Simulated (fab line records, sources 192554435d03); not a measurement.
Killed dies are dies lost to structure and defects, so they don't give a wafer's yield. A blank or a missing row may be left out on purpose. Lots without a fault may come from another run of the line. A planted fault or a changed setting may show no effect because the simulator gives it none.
Tool commonality check | flow n5_finfet | 8 lots, 24 wafers sampled

WHY IT WAS OPENED
At N5_BEOL_M6_THK_MEAS_53 the reading M6_THK is flagged on 2 of 8 lots. Wafers without a fault read 79.2 nm, standard deviation 2.1.
Rule: a lot is flagged when every wafer of it that has a number lies more than 4 standard deviations from that mean, or none has a number. The other lots count as sound.

lot  | measured     | on            | M6_THK (nm), wafer by wafer | flag
L878 | day 9 10:00  | film_metro-02 | 81.4 81.0 79.3              |
L880 | day 9 22:53  | film_metro-02 | 80.3 81.9 80.9              |
L881 | day 10 07:43 | film_metro-02 | 81.4 79.7 84.5              |
L892 | day 13 09:03 | film_metro-01 | 300.5 295.2 297.9           | FLAGGED
L890 | day 13 14:55 | film_metro-01 | 300.8 297.0 299.8           | FLAGGED
L897 | day 14 02:58 | film_metro-02 | 82.3 76.8 81.6              |
L898 | day 15 07:12 | film_metro-01 | 75.2 77.1 76.2              |
L899 | day 16 04:44 | film_metro-01 | 79.5 80.8 80.3              |
The numbers of the flagged lots are 298.5 nm on average: +219.3 nm against the usual, or +99 or more standard deviations.

WHICH TOOL RAN EACH LOT
The record holds 2 process steps before the reading, out of a route of 1938 steps. In each cell: the tool, then ch and the chambers that the sampled wafers went through, then the start.
lot  | flag    | N5_BEOL_M6_ANNEAL_51             | N5_BEOL_M6_CMP_52
L878 |         | rtp_anneal-02 ch 0, day 9 09:25  | cmp-03 ch 1,3, day 9 09:43
L880 |         | rtp_anneal-02 ch 0, day 9 22:23  | cmp-03 ch 0,2,3, day 9 22:43
L881 |         | rtp_anneal-01 ch 0, day 10 07:10 | cmp-04 ch 2,3, day 10 07:28
L892 | FLAGGED | rtp_anneal-02 ch 0, day 13 08:27 | cmp-03 ch 0,1,3, day 13 08:45
L890 | FLAGGED | rtp_anneal-02 ch 0, day 13 14:19 | cmp-02 ch 1,2, day 13 14:37
L897 |         | rtp_anneal-01 ch 0, day 14 02:26 | cmp-04 ch 0,1,3, day 14 02:41
L898 |         | rtp_anneal-02 ch 0, day 15 06:26 | cmp-04 ch 0,2,3, day 15 06:57
L899 |         | rtp_anneal-02 ch 0, day 16 04:09 | cmp-03 ch 2,3, day 16 04:29
What these steps do:
- N5_BEOL_M6_ANNEAL_51: time 90 s.
- N5_BEOL_M6_CMP_52: polishes, stops on SiCOH lowk, t overpolish 6.9 s, target thk 80 nm.
- N5_BEOL_M6_THK_MEAS_53: measures by xrf.

FLAGGED OVER TOTAL, TOOL BY TOOL (the gauges that took the reading come last)
step                   | tool          | lots run | flagged | share of the flagged lots | sound lots run after its first flagged lot
N5_BEOL_M6_ANNEAL_51   | rtp_anneal-01 | 2        | 0       | none                      | -
N5_BEOL_M6_ANNEAL_51   | rtp_anneal-02 | 6        | 2       | all                       | 2 (L898,L899)
N5_BEOL_M6_CMP_52      | cmp-02        | 1        | 1       | some                      | 0
N5_BEOL_M6_CMP_52      | cmp-03        | 4        | 1       | some                      | 1 (L899)
N5_BEOL_M6_CMP_52      | cmp-04        | 3        | 0       | none                      | -
N5_BEOL_M6_THK_MEAS_53 | film_metro-01 | 4        | 2       | all                       | 2 (L898,L899)
N5_BEOL_M6_THK_MEAS_53 | film_metro-02 | 4        | 0       | none                      | -

WHAT THE TABLE ALLOWS
2 rows of the table ran every flagged lot: rtp_anneal-02 at N5_BEOL_M6_ANNEAL_51, film_metro-01 at N5_BEOL_M6_THK_MEAS_53.
- rtp_anneal-02 at N5_BEOL_M6_ANNEAL_51: 2 of its 6 lots flagged. Sound lots ran on it after the first flagged one (L898, L899), which a lasting fault on the whole tool wouldn't allow.
- film_metro-01 at N5_BEOL_M6_THK_MEAS_53: 2 of its 4 lots flagged. Sound lots ran on it after the first flagged one (L898, L899), which a lasting fault on the whole tool wouldn't allow.
No row of the table ran every flagged lot and no sound lot after the first.

WHAT THE SIMULATOR HAD PUT IN
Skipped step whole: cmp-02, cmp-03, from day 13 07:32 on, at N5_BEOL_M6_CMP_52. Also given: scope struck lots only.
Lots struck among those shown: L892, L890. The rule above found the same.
